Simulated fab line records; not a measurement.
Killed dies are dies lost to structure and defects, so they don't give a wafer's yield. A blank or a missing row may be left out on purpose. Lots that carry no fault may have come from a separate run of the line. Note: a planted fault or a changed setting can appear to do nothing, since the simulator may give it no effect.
Which tool is to blame? | flow n5-finfet | Sampling: 11 lots, 33 wafers, 4 of 1938 route steps

== WHAT EACH GAUGE READ, for each wafer ==
No reading from a measuring or inspecting step in the record can be judged against a usual standard deviation.

== WHICH TOOL RAN EACH LOT (tool, then ch and the chambers of the sampled wafers, then the start) ==
lot  | N5_BEOL_M9_STRIP_80                           | N5_BEOL_M9_CURE_72            | N5_BEOL_M9_ANNEAL_51             | N5_BEOL_M10_COAT_59
L756 | rie-diel-04 ch 0,1,2, day 9 22:42 or earlier  | uv-cure-02 ch 1, day 9 22:42  | rtp-anneal-01 ch 0, day 10 01:27 | litho-track-01 ch 0, day 10 05:35
L758 | rie-diel-02 ch 0,2, day 10 14:23 or earlier   | uv-cure-01 ch 0, day 10 14:23 | rtp-anneal-02 ch 0, day 10 16:58 | litho-track-02 ch 0, day 10 19:22
L760 | rie-diel-04 ch 1,3, day 11 10:34 or earlier   | uv-cure-02 ch 1, day 11 10:34 | rtp-anneal-01 ch 0, day 11 11:47 | litho-track-01 ch 0, day 11 14:10
L762 | rie-diel-05 ch 0,1,3, day 12 20:41 or earlier | uv-cure-03 ch 0, day 12 20:41 | rtp-anneal-01 ch 0, day 12 22:07 | litho-track-03 ch 0, day 13 01:02
L764 | rie-diel-04 ch 0,1, day 13 09:10 or earlier   | uv-cure-02 ch 0, day 13 09:10 | rtp-anneal-01 ch 0, day 13 11:52 | litho-track-01 ch 0, day 13 14:52
L768 | rie-diel-02 ch 2,3, day 14 02:16 or earlier   | uv-cure-01 ch 1, day 14 02:16 | rtp-anneal-01 ch 0, day 14 05:25 | litho-track-03 ch 0, day 14 08:19
L774 | rie-diel-05 ch 0,1,2, day 15 08:23 or earlier | uv-cure-03 ch 1, day 15 08:23 | rtp-anneal-01 ch 0, day 15 10:47 | litho-track-03 ch 0, day 15 12:38
L775 | rie-diel-05 ch 0,2, day 15 10:28 or earlier   | uv-cure-01 ch 1, day 15 10:28 | rtp-anneal-02 ch 0, day 15 12:37 | litho-track-03 ch 0, day 15 14:53
L778 | rie-diel-05 ch 0,3, day 15 13:47 or earlier   | uv-cure-01 ch 0, day 15 13:47 | rtp-anneal-02 ch 0, day 15 16:29 | litho-track-02 ch 0, day 15 19:26
L776 | rie-diel-02 ch 0,3, day 15 18:55 or earlier   | uv-cure-03 ch 2, day 15 18:55 | rtp-anneal-02 ch 0, day 15 20:46 | litho-track-02 ch 0, day 15 23:07
L777 | rie-diel-05 ch 2,3, day 15 19:03 or earlier   | uv-cure-01 ch 0, day 15 19:03 | rtp-anneal-01 ch 0, day 15 21:01 | litho-track-03 ch 0, day 15 22:59
- N5_BEOL_M9_STRIP_80: strips in N2/H2, time 10 s.
- N5_BEOL_M9_CURE_72: cures SiCOH lowk, time 120 s.
- N5_BEOL_M9_ANNEAL_51: time 90 s.
- N5_BEOL_M10_COAT_59: time 60 s, resist thk 100 nm.

== AS READ BY THE TOOLS THEMSELVES (means over the sampled wafers that have a number; for cases with no such wafer, the mark the record gives instead) ==
N5_BEOL_M9_STRIP_80. Usual: drypump-motor-current-A 5.7 A, standard deviation 0.53; oes-product-au 0.77 a.u., standard deviation 0.1; rf-vpp-V 59.2 V, standard deviation 0.77; showerhead-plenum-p-Torr 2.53 Torr, standard deviation 0.079; throttle-valve-pct 23.69 %, standard deviation 0.24.
lot  | tool        | drypump-motor-current-A (A) | oes-product-au (a.u.) | rf-vpp-V (V) | showerhead-plenum-p-Torr (Torr) | throttle-valve-pct (%) | flag
L756 | rie-diel-04 | 6.1                         | 0.74                  | 59.3         | 2.52                            | 23.69                  |
L758 | rie-diel-02 | 5.7                         | 0.73                  | 59.3         | 2.54                            | 23.66                  |
L760 | rie-diel-04 | 6.3                         | 0.82                  | 59.2         | 2.51                            | 23.86                  |
L762 | rie-diel-05 | 5.9                         | 0.68                  | 58.6         | 2.50                            | 23.90                  |
L764 | rie-diel-04 | 6.4                         | 0.72                  | 59.1         | 2.45                            | 23.87                  |
L768 | rie-diel-02 | 5.1                         | 0.71                  | 59.6         | 2.52                            | 23.75                  |
L774 | rie-diel-05 | 5.9                         | 0.84                  | 59.1         | 2.49                            | 23.61                  |
L775 | rie-diel-05 | 5.4                         | 0.95                  | 59.1         | 2.49                            | 23.47                  |
L778 | rie-diel-05 | 5.5                         | 0.78                  | 58.7         | 2.50                            | 23.87                  |
L776 | rie-diel-02 | 5.2                         | 0.78                  | 59.0         | 2.50                            | 23.94                  |
L777 | rie-diel-05 | 5.6                         | 0.74                  | 58.6         | 2.49                            | 23.91                  |

N5_BEOL_M9_CURE_72. Usual: lamp-power-pct 52.32 %, standard deviation 0.057; wafer_temp_C_max 371.8, standard deviation 0.91.
lot  | tool       | lamp-power-pct (%) | wafer_temp_C_max | flag
L756 | uv-cure-02 | 52.38              | 372.0            |
L758 | uv-cure-01 | 52.25              | 371.6            |
L760 | uv-cure-02 | 52.31              | 372.1            |
L762 | uv-cure-03 | 52.28              | 372.7            |
L764 | uv-cure-02 | 52.34              | 371.4            |
L768 | uv-cure-01 | 52.33              | 370.9            |
L774 | uv-cure-03 | 52.37              | 372.8            |
L775 | uv-cure-01 | 52.30              | 371.3            |
L778 | uv-cure-01 | 52.28              | 371.4            |
L776 | uv-cure-03 | 52.30              | 371.5            |
L777 | uv-cure-01 | 52.35              | 371.3            |

N5_BEOL_M9_ANNEAL_51. Usual: wafer_temp_C_max reads 226.06 (standard deviation 0.25).
lot  | tool          | wafer_temp_C_max | flag
L756 | rtp-anneal-01 | 225.87           |
L758 | rtp-anneal-02 | 226.39           |
L760 | rtp-anneal-01 | 225.70           |
L762 | rtp-anneal-01 | 225.91           |
L764 | rtp-anneal-01 | 225.86           |
L768 | rtp-anneal-01 | 225.83           |
L774 | rtp-anneal-01 | 225.99           |
L775 | rtp-anneal-02 | 226.03           |
L778 | rtp-anneal-02 | 226.14           |
L776 | rtp-anneal-02 | 225.96           |
L777 | rtp-anneal-01 | 226.02           |

N5_BEOL_M10_COAT_59. Usual: chill-plate-temp-C 23.01 C, standard deviation 0.097; resist-line-temp-C 23.01 C, standard deviation 0.11; spin-speed-rpm 1500.0 rpm, standard deviation 1.
lot  | tool           | chill-plate-temp-C (C) | resist-line-temp-C (C) | spin-speed-rpm (rpm) | flag
L756 | litho-track-01 | 22.94                  | 23.01                  | 1499.8               |
L758 | litho-track-02 | 22.88                  | 23.03                  | 1499.4               |
L760 | litho-track-01 | 23.05                  | 22.92                  | 1499.1               |
L762 | litho-track-03 | 22.97                  | 22.81                  | 1499.2               |
L764 | litho-track-01 | 23.07                  | 22.89                  | 1500.8               |
L768 | litho-track-03 | 22.93                  | 22.93                  | 1499.3               |
L774 | litho-track-03 | 23.14                  | 23.03                  | 1500.3               |
L775 | litho-track-03 | 23.02                  | 22.90                  | 1644.4               | OFF
L778 | litho-track-02 | 22.95                  | 22.89                  | 1500.3               |
L776 | litho-track-02 | 23.02                  | 23.09                  | 1500.9               |
L777 | litho-track-03 | 23.04                  | 23.09                  | 1645.0               | OFF

== THE ANSWER, worked out from the rows above alone ==
Rule: a lot counts as off when the mean over its wafers that have a number is more than 3 standard deviations away from the usual mean. A lot without any number at a reading at which 4 lots or more have one is off too. The other lots that the step has rows for count as sound. Order of review: gauges by route order, followed by the tools' own readings, for which a lot's mean as printed above is used. The first step at which some lot is off is used, and at that step the reading that is off furthest; a lot without a number counts as furthest.
Off, at N5_BEOL_M10_COAT_59 on spin-speed-rpm: L775, L777.
If a tool, at that step or one of the process steps before it, ran each lot that is off and ran no sound lot following the first of them, it fits. Because N5_BEOL_M9_STRIP_80 lacks a start for some lots, the hours and order of its lots are taken from N5_BEOL_M9_CURE_72. One fits: N5_BEOL_M10_COAT_59 on litho-track-03. A fault onset in the window from L774 (day 15 12:38, its last sound lot) to L775 (day 15 14:53, its first lot off) fits.
The tool's own readings at N5_BEOL_M10_COAT_59 bear it out: on the lots that are off they differ by more than 5 times the standard deviation of the sound lots' means. spin-speed-rpm reads 1644.7 rpm there against 1499.9 rpm on the sound lots.

== WHAT THE SIMULATOR HAD PUT IN ==
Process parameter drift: litho-track-03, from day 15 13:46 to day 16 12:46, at N5_BEOL_M10_COAT_59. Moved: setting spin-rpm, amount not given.
Shown lots that were struck: L775, L777. The rule above found the same.
